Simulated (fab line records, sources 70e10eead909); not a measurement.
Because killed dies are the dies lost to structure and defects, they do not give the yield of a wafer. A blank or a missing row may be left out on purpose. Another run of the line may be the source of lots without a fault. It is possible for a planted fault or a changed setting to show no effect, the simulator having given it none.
Matching of chambers :: flow nand-harc :: NHARC_A_CONTACT_ALD_18 on ald-metal-02: 4 sister chambers
The step deposits TiN, target thk 3 nm, pulse time 1 s, ald cycles 150. 4 wafers are shown with their chamber, then 10 later ones without.

WAFERS WITH THEIR CHAMBER
wafer: L086.2
chamber: 0
heater-power-w (W): 1105

wafer: L086.4
chamber: 1
heater-power-w (W): 1048

wafer: L089.1
chamber: 2
heater-power-w (W): 999

wafer: L089.4
chamber: 3
heater-power-w (W): 1052

WAFERS WITH NO CHAMBER GIVEN
wafer: L089.5
heater-power-w (W): 1080

wafer: L092.2
heater-power-w (W): 1082

wafer: L092.3
heater-power-w (W): 1028

wafer: L092.6
heater-power-w (W): 1100

wafer: L094.4
heater-power-w (W): 1077

wafer: L094.5
heater-power-w (W): 1017

wafer: L094.6
heater-power-w (W): 1060

wafer: L096.3
heater-power-w (W): 1052

wafer: L096.4
heater-power-w (W): 1087

wafer: L096.5
heater-power-w (W): 1087

EACH ONE'S CHAMBER
wafer: L089.5
from the rows above: can't be placed: 0 or 3 or 1
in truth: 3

wafer: L092.2
from the rows above: can't be placed: 0 or 3 or 1
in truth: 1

wafer: L092.3
from the rows above: can't be placed: 1 or 3 or 2
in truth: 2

wafer: L092.6
from the rows above: 0
in truth: 0

wafer: L094.4
from the rows above: can't be placed: 3 or 0 or 1
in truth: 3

wafer: L094.5
from the rows above: can't be placed: 2 or 1 or 3
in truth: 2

wafer: L094.6
from the rows above: can't be placed: 3 or 1
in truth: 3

wafer: L096.3
from the rows above: can't be placed: 3 or 1
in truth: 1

wafer: L096.4
from the rows above: can't be placed: 0 or 3 or 1
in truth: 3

wafer: L096.5
from the rows above: can't be placed: 0 or 3 or 1
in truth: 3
1 of 10 placed correctly. Not placeable from these rows: 9 (in 9, the candidates include the true chamber). Placed wrongly: 0.
How it was worked out, from the rows above alone: a wafer's distance from a chamber is the root of the sum, over the readings, of the square of ((its reading less the chamber's mean) divided by the reading's scatter). If the next closest chamber is less than 2 further off than the closest, the wafer can't be placed; otherwise it belongs to the closest. A chamber's mean is the mean of its shown wafers. The scatter: with one shown wafer a chamber, the root of the mean of the squares of how far each hidden wafer lies from its nearest shown one.
